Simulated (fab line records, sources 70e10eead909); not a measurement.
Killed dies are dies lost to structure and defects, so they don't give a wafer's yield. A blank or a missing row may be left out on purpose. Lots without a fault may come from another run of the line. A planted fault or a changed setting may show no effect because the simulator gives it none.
A struck lot beside a sound one | flow nand_harc | 25 steps out of a route of 1302
Sound: wafers L762.1, L762.3, L762.4. Struck: wafers L767.1, L767.4, L767.6. The cause comes at the end.
At each step with rows: each side's tool, then ch and its chambers, then its first start. Under that, the readings that differ: sound wafers | struck wafers | difference of the means | sigmas: that difference in standard deviations of wafers without a fault.
alike: readings whose means differ by less than 2 such deviations, and words and numbers that are the same on both sides. not compared: withheld readings, readings that some wafer has no value for, bounds like >300 that may hide the same value, and numbers for which the record gives no deviation and whose values overlap.
The two part at a step that has a row with sigmas, a row that says differs or no value, or rows on one side only. Numbers that don't overlap but have no deviation are shown without sigmas and don't part them. A reading that every wafer of one side lacks parts them only if that side has two wafers or more.

first, 1 step without rows for these wafers: NHARC_A_BLC_STRIP_29 (strips in CF4).
NHARC_A_BLC_STRIP_21: strips in O2.
  sound on rie_diel-04 ch 0,2,3, day 24 15:17; struck on rie_diel-10 ch 0,2, day 27 13:56
  alike: drypump_motor_current_A, oes_product_au, rf_vpp_V, showerhead_plenum_p_Torr, throttle_valve_pct
  not compared: rf_hours_counter_h
then, 1 step without rows for these wafers: NHARC_A_BLC_STRIP_22 (strips in post etch residue remover, time 600 s).
NHARC_A_BLC_DEGAS_30: time 60 s.
  sound on pvd_sputter-01, day 24 15:43; struck on pvd_sputter-01, day 27 14:20
  alike: heater_power_w
then, 2 steps without rows for these wafers: NHARC_A_BLC_PRE_CLEAN_31 (time 15 s); NHARC_A_BLC_PVD_32 (deposits Ti, target thk 5 nm, time 17.7 s).
NHARC_A_BLC_ALD_23: deposits TiN, target thk 3 nm, pulse time 1 s, ald cycles 150.
  sound on ald_metal-04 ch 1,2,3, day 24 15:58; struck on ald_metal-01 ch 2,3, day 27 14:36
  alike: heater_power_w, precursor_pulse_height_rel
NHARC_A_BLC_CVD_24: deposits W, target thk 150 nm, time 434 s.
  sound on cvd_w-02 ch 0,1; struck on cvd_w-01 ch 0,1
  alike: heater_power_w, throttle_valve_pct
NHARC_A_BLC_CMP_25: polishes, t overpolish 30 s, target thk 150 nm.
  sound on cmp-04 ch 0,1,2, day 24 16:41; struck on cmp-01 ch 1,3, day 27 15:22
  alike: motor_current_A, overpolish_run_s, time_to_endpoint_s
then, 1 step without rows for these wafers: NHARC_A_BLC_SRD_27.
NHARC_A_BLC_INSPECT_28:
  sound on defect_inspect-01, day 24 17:05; struck on defect_inspect-01, day 27 15:44
  alike: raw_defect_count
NHARC_A_M0_DEP_00: deposits SiOC, target thk 150 nm.
  sound on pecvd-03 ch 0,1,2, day 24 17:38; struck on pecvd-02 ch 1,2, day 27 15:54
then, 9 steps without rows for these wafers: NHARC_A_M0_DEHYDRATE_01 (time 120 s); NHARC_A_M0_HMDS_02 (time 30 s); NHARC_A_M0_COAT_33 (time 65 s); NHARC_A_M0_COAT_03 (resist thk 90 nm); NHARC_A_M0_SOFTBAKE_04 (time 55 s); NHARC_A_M0_EBR_05; NHARC_A_M0_EXPOSE_06 (exposes mask A M0, target cd 80 nm); NHARC_A_M0_PEB_07 (peb time 65 s); NHARC_A_M0_DEVELOP_08 (develop time 35 s).
NHARC_A_M0_CD_MEAS_09: target cd 80 nm.
  sound on cd_sem-03 ch 0, day 24 18:25; struck on cd_sem-01 ch 0, day 27 16:31
  alike: cd_nm
NHARC_A_M0_OVL_MEAS_10: pitch 160 nm.
  sound on overlay-01, day 24 18:31; struck on overlay-02, day 27 16:37
  reading           | sound          | struck      | difference | sigmas
  overlay_y_nm (nm) | -0.1 -0.9 -0.9 | 1.0 1.5 0.9 | +1.8       | +2
  alike: overlay_x_nm
NHARC_A_M0_INSPECT_11:
  sound on defect_inspect-01, day 24 18:34; struck on defect_inspect-01, day 27 16:49
  reading          | sound       | struck      | difference | sigmas
  raw_defect_count | 194 140 140 | 440 469 457 | +297       | +7
  not compared: hold
NHARC_END_SORT_01:
  sound on prober-02 ch 0, day 26 08:57; struck on prober-02 ch 0, day 29 10:58
  alike: defect_limited_yield, killed_at_array, killed_at_other, killed_at_periphery, killed_dies, killed_open, killed_short

WHERE THEY PART
First at NHARC_A_M0_OVL_MEAS_10; last, within this record, at NHARC_A_M0_INSPECT_11. Later steps at which nothing parts them and some readings are alike: NHARC_END_SORT_01.

WHY: what the simulator had put in
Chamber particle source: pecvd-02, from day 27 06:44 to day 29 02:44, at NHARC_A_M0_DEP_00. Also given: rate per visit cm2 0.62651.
